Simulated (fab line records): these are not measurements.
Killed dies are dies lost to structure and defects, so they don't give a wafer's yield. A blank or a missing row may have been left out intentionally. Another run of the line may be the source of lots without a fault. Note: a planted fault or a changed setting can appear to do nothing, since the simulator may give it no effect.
Shared-tool check    flow nandHarc    2 lots, 6 wafers sampled

## WHY THIS WAS OPENED
Flagged at NHARC_END_SORT_01: reading killedAtPeriphery, on 2 of 2 lots. Wafers without a fault read 2.9, standard deviation 2.1.
Rule: a lot is flagged in two cases, either no wafer of it has a number, or all its wafers with numbers fall more than 4 standard deviations from that mean. The other lots count as sound.

lot   measured      on         killedAtPeriphery, wafer by wafer  flag
L779  day 21 23:13  prober-02  111 107 75                         FLAGGED
L783  day 21 23:14  prober-01  79 107 104                         FLAGGED
On average the flagged lots' numbers are 97.2, which is +94.3 against the usual, or +45 standard deviations.

## WHICH TOOL EACH LOT WENT THROUGH
Before the reading, the record contains 3 process steps out of a 1159-step route. In each cell: the tool, then ch and the chambers that the sampled wafers went through, then the start.
lot   flag     NHARC_P_M0_PVD_21           NHARC_A_M1_PRE_CLEAN_30                 NHARC_A_BONDPAD_DESCUM_11
L779  FLAGGED  pvdSputter-01, day 7 13:35  pvdSputter-01, day 20 09:05 or earlier  rieDiel-03 ch 1,2,3, day 20 09:05
L783  FLAGGED  pvdSputter-01, day 9 01:38  pvdSputter-02, day 20 13:41 or earlier  rieDiel-12 ch 0,1,2, day 20 13:41
What is done by these steps:
- NHARC_P_M0_PVD_21: deposits Cu, target thk 30 nm, time 20.49 s.
- NHARC_A_M1_PRE_CLEAN_30: time 30 s.
- NHARC_A_BONDPAD_DESCUM_11: chemistry O2, time 3 s.
- NHARC_END_SORT_01

## FLAGGED OVER TOTAL, TOOL BY TOOL (the gauges that took the reading come last)
step                       tool           lots run  flagged  share of the flagged lots  sound lots run after its first flagged lot
NHARC_P_M0_PVD_21          pvdSputter-01  2         2        all                        0
NHARC_A_M1_PRE_CLEAN_30    pvdSputter-01  1         1        some                       0
NHARC_A_M1_PRE_CLEAN_30    pvdSputter-02  1         1        some                       0
NHARC_A_BONDPAD_DESCUM_11  rieDiel-03     1         1        some                       0
NHARC_A_BONDPAD_DESCUM_11  rieDiel-12     1         1        some                       0
NHARC_END_SORT_01          prober-01      1         1        some                       0
NHARC_END_SORT_01          prober-02      1         1        some                       0
With no start given for some of its lots, NHARC_A_M1_PRE_CLEAN_30 uses the hours and lot order of NHARC_A_BONDPAD_DESCUM_11.

## WHAT IS ALLOWED BY THE TABLE
All flagged lots share 1 row of the table, namely pvdSputter-01 at NHARC_P_M0_PVD_21.
- pvdSputter-01 at NHARC_P_M0_PVD_21: 2 of its 2 lots flagged. In this sample it ran no sound lot ahead of its first flagged lot, so there is no way to narrow down the start.
One tool is left: pvdSputter-01 at NHARC_P_M0_PVD_21.

## WHAT HAD BEEN PUT IN BY THE SIMULATOR
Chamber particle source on pvdSputter-01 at NHARC_P_M0_PVD_21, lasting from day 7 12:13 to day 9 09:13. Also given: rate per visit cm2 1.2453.
Struck lots among those shown: L779, L783. This agrees with what the rule above found.
